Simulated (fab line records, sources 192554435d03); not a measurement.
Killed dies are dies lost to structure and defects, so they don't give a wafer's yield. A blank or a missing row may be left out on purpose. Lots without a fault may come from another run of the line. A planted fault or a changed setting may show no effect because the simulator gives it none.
A struck lot beside a sound one | flow n5_finfet | 23 steps out of a route of 1938
Sound: wafers L131.1, L131.4, L131.6. Struck: wafers L143.2, L143.5, L143.6. The cause comes at the end.
At each step with rows: each side's tool, then ch and its chambers, then its first start. Under that, the readings that differ: sound wafers | struck wafers | difference of the means | sigmas: that difference in standard deviations of wafers without a fault.
alike: readings whose means differ by less than 2 such deviations, and words and numbers that are the same on both sides. not compared: withheld readings, readings that some wafer has no value for, bounds like >300 that may hide the same value, and numbers for which the record gives no deviation and whose values overlap.
The two part at a step that has a row with sigmas, a row that says differs or no value, or rows on one side only. Numbers that don't overlap but have no deviation are shown without sigmas and don't part them. A reading that every wafer of one side lacks parts them only if that side has two wafers or more.

first, 11 steps without rows for these wafers: N5_BEOL_M2_DESCUM_16 (chemistry O2, time 7 s); N5_BEOL_M2_ETCH_74 (etches underlayer in N2/H2, target depth 6.5 nm, time 5.2 s); N5_BEOL_M2_ETCH_63 (etches SiARC in CF4, target depth 15.6 nm, time 26 s); N5_BEOL_M2_ETCH_64 (etches SOC in N2/H2, target depth 75 nm, overetch 22.5 nm, time 121.9 s); N5_BEOL_M2_STRIP_65 (strips in N2/H2); N5_BEOL_M2_STRIP_75 (strips in N2/H2); N5_BEOL_M2_STRIP_66 (strips in CF4); N5_BEOL_M2_HM_OPEN_17 (chemistry Cl2/BCl3, target TiN, target depth 20 nm, overetch 6 nm); N5_BEOL_M2_STRIP_19 (strips in O2); N5_BEOL_M2_COAT_67 (time 60 s, resist thk 60 nm); N5_BEOL_M2_COAT_68 (time 60 s, resist thk 12 nm).
N5_BEOL_M2_COAT_76: time 60 s, resist thk 5 nm.
  sound on litho_track-04 ch 0, day 8 18:23; struck on litho_track-04 ch 0, day 12 01:58
  reading              | sound                | struck               | difference | sigmas
  spin_speed_rpm (rpm) | 1498.9 1499.9 1500.5 | 1538.9 1538.5 1538.0 | +38.7      | +35
then, 7 steps without rows for these wafers: N5_BEOL_M2_COAT_22 (resist thk 30 nm); N5_BEOL_M2_EBR_24; N5_BEOL_M2_SOFTBAKE_23 (time 60 s); N5_BEOL_M2_EXPOSE_25 (exposes mask V1, defocus 5 nm); N5_BEOL_M2_PEB_26 (peb time 60 s); N5_BEOL_M2_DEVELOP_27 (develop time 30 s); N5_BEOL_M2_DESCUM_33 (chemistry O2, time 7 s).
N5_BEOL_M2_ETCH_77: etches underlayer in N2/H2, target depth 6.5 nm, time 5.2 s.
  sound on rie_diel-02 ch 2,3, day 8 18:50; struck on rie_diel-05 ch 2,3, day 12 02:50
  reading                  | sound             | struck            | difference | sigmas
  model.etch.depth_nm (nm) | 5.016 4.987 5.004 | 4.959 4.952 4.941 | -0.052     |
  alike: bias_w, drypump_motor_current_A, etch_rf_on_time_s, h2_flow_sccm, oes_product_au, rf_vpp_V, showerhead_plenum_p_Torr, throttle_valve_pct
  not compared: rf_hours_counter_h
then, 1 step without rows for these wafers: N5_BEOL_M2_ETCH_69 (etches SiARC in CF4, target depth 15.6 nm, time 26 s).
N5_BEOL_M4_RC_MEAS_101:
  sound on prober-02 ch 0, day 10 16:01; struck on prober-02 ch 0, day 13 18:55
  alike: DIBL_N, DIBL_P, IOFF_N, IOFF_P, ION_N, ION_P, SS_N, SS_P, VT_N, VT_P
then, 1 step without rows for these wafers: N5_PASSIVATION_PROBE_49.

WHERE THEY PART
Only at N5_BEOL_M2_COAT_76, within this record. Later steps at which nothing parts them and some readings are alike: N5_BEOL_M2_ETCH_77, N5_BEOL_M4_RC_MEAS_101.

WHY: what the simulator had put in
Process parameter drift: litho_track-04, from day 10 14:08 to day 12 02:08, at N5_BEOL_M2_COAT_76. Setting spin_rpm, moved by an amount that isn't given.
